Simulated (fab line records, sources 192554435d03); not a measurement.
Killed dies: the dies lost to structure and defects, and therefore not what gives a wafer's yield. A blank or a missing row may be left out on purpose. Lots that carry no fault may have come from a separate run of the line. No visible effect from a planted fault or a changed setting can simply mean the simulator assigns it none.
One fault through the eyes of 2 desks ; flow n5_finfet ; every desk sees just its own numbers, and what lay behind them comes last

== TOOL OWNER'S DESK, litho_track-01 ==
The tool's own readings at N5_BEOL_M10_PEB_26 (peb time 60 s): means of the sampled wafers that have a number, for each lot that ran on this tool. Marked OUT: a lot whose mean sits more than 4 standard deviations from the usual mean, which makes it out of limits; the brackets give that distance.
Columns: A = resist_line_temp_C at N5_BEOL_M10_PEB_26, usual 23.00 C
lot;first seen here;A
L840;day 10 07:34;22.97
L848;day 12 17:16;23.15
L854;day 14 21:08;23.16
L855;day 15 02:46;23.03
This desk found nothing out of limits on any of the 4 lots.

== AT THE METROLOGY DESK ==
Lot by lot, what the gauges showed, no matter which tool ran the lot: averages of those sampled wafers that carry a number. Marked OUT: a lot whose mean sits more than 4 standard deviations from the usual mean, which makes it out of limits; the brackets give that distance.
Columns: A = cd_nm at N5_BEOL_M10_CD_MEAS_28, usual 70.0 nm; B = trench_depth_nm at N5_BEOL_M10_OCD_MEAS_38, usual 150 nm
lot;first seen here;A;B
L840;day 10 07:37;68.7;145
L844;day 11 16:02;70.0;148
L848;day 12 17:20;69.5;153
L847;day 12 19:12;69.3;148
L846;day 13 02:55;69.6;151
L854;day 14 21:12;73.8 (+4.3) OUT;147
L855;day 15 02:50;74.0 (+4.5) OUT;146
L858;day 16 09:19;69.0;152
L860;day 16 19:17;69.9;152
L859;day 17 04:53;69.3;148
L863;day 17 04:56;69.8;150
Finding of this desk: L854, L855 out of limits; the first was L854 at day 14 21:12, on cd_nm at N5_BEOL_M10_CD_MEAS_28. L840, L844, L848, L847, L846, L858, L860, L859, L863 stayed within limits.

== TAKEN TOGETHER ==
An alarm was possible from the metrology desk at day 14 21:12, on L854, L855.
Nothing out of limits was seen by the tool owner's desk.
On record at the tool owner's desk: L854, L855, within its limits.
All the named lots went through N5_BEOL_M10_PEB_26 on litho_track-01.

== WHAT HAD BEEN PUT IN BY THE SIMULATOR ==
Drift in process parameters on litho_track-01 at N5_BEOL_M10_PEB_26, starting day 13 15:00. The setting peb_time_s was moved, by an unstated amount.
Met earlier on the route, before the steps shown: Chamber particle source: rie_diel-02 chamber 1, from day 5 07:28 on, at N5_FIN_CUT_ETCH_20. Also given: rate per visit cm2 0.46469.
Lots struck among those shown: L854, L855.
Delay in hours, fault start to first out-of-limits reading, per desk: metrology desk 30.
